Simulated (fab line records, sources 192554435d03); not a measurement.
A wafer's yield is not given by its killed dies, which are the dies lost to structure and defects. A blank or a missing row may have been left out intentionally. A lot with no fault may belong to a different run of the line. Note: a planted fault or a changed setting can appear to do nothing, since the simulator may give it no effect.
Split-lot trial | flow n5_finfet | 21 wafers read from 7 lots, route of 1938 steps

## SPLIT DETAILS
At N5_BEOL_M3_ETCH_41 (etches SiCN in CH3F/O2, target depth 29.9 nm, time 52.5 s), the setting target_depth_a was moved away from the recipe's 299 angstrom on 4 of the 21 wafers read, by -7.9% to -4.0%. The other wafers ran this setting at the recipe's value.

The reading is taken at the split's own step.

## THE READING
etch.depth_nm (the simulator's own value, which no gauge read), in nm, at N5_BEOL_M3_ETCH_41 (etches SiCN in CH3F/O2, target depth 29.9 nm, time 52.5 s). There is no usual value for it anywhere in the file. The 17 wafers here that ran the recipe average 20.01 nm, standard deviation 0.4 nm.

wafer  | tool, chamber at the split | target_depth_a as run, angstrom | against the recipe | etch.depth_nm, nm | against lot-mates on the recipe
L075.1 | rie_diel-04, 1             | 299                             | recipe             | 20.64             | -
L075.2 | rie_diel-04, 2             | 299                             | recipe             | 20.4              | -
L075.5 | rie_diel-04, 3             | 299                             | recipe             | 20.01             | -
L074.2 | rie_diel-04, 2             | 299                             | recipe             | 20.6              | -
L074.4 | rie_diel-04, 3             | 299                             | recipe             | 20.02             | -
L074.5 | rie_diel-04, 3             | 299                             | recipe             | 20.11             | -
L079.1 | rie_diel-04, 1             | 299                             | recipe             | 20.55             | -
L079.2 | rie_diel-04, 3             | 275.4                           | -7.9%              | 18.45             | -2.00
L079.4 | rie_diel-04, 2             | 299                             | recipe             | 20.35             | -
L088.1 | rie_diel-02, 2             | 299                             | recipe             | 19.63             | -
L088.2 | rie_diel-02, 0             | 299                             | recipe             | 19.32             | -
L088.6 | rie_diel-02, 1             | 299                             | recipe             | 19.8              | -
L091.1 | rie_diel-04, 3             | 299                             | recipe             | 19.98             | -
L091.5 | rie_diel-04, 1             | 283                             | -5.4%              | 19.34             | -0.70
L091.6 | rie_diel-04, 0             | 299                             | recipe             | 20.1              | -
L093.2 | rie_diel-02, 0             | 286.9                           | -4.0%              | 18.76             | -0.55
L093.3 | rie_diel-02, 2             | 286.9                           | -4.0%              | 19.03             | -0.28
L093.5 | rie_diel-02, 0             | 299                             | recipe             | 19.31             | -
L094.1 | rie_diel-06, 3             | 299                             | recipe             | 19.59             | -
L094.2 | rie_diel-06, 0             | 299                             | recipe             | 20.07             | -
L094.5 | rie_diel-06, 2             | 299                             | recipe             | 19.74             | -

THE FIT
A straight line over all 21 wafers: etch.depth_nm changes by +0.2 nm for each +1% of target_depth_a; r = +0.75; the points scatter about the line by 0.4 nm.
The same after taking each lot's own level away (the mean of its wafers on the recipe; 21 wafers): +0.189 nm for each +1%; r = +0.86; scatter 0.26 nm.
According to that fit, moving target_depth_a by its largest amount changes the reading by 1.5 nm.
From 19.310 to 20.450 nm: that is the span of the lots' own levels, equal to 2.8 times the standard deviation above.
So the lot-to-lot level blurs the effect unless lot-mates are compared.
Check: -0.915 nm against its lot-mates is what the line predicts for one of the wafers moved furthest among these (-7.9%) when that wafer is left out of the fit. Against them it came out at -2 nm.

## FURTHER SPLITS ON THESE WAFERS
Other splits were also applied to these wafers ahead of the reading. Each is held against what the fit with the lots' levels taken away leaves over:
other split on the same wafers   | wafers away from the commonest value | r with etch.depth_nm (lot level and that fit taken away)
N5_BEOL_M1_COAT_61 spin_rpm      | 8                                    | +0.15
N5_BEOL_M1_VIA_ETCH_34 bias_w    | 5                                    | -0.30
N5_BEOL_M1_TRENCH_ETCH_37 time_s | 9                                    | -0.02
N5_BEOL_M2_TRENCH_ETCH_37 bias_w | 9                                    | -0.07
N5_BEOL_M2_DEP_57 time_s         | 6                                    | -0.22
N5_BEOL_M3_TRENCH_ETCH_37 bias_w | 10                                   | -0.02

## THE FILE'S OWN FIT
etch.depth_nm changes by +0.198 nm for each +1% of target_depth_a, r = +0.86.
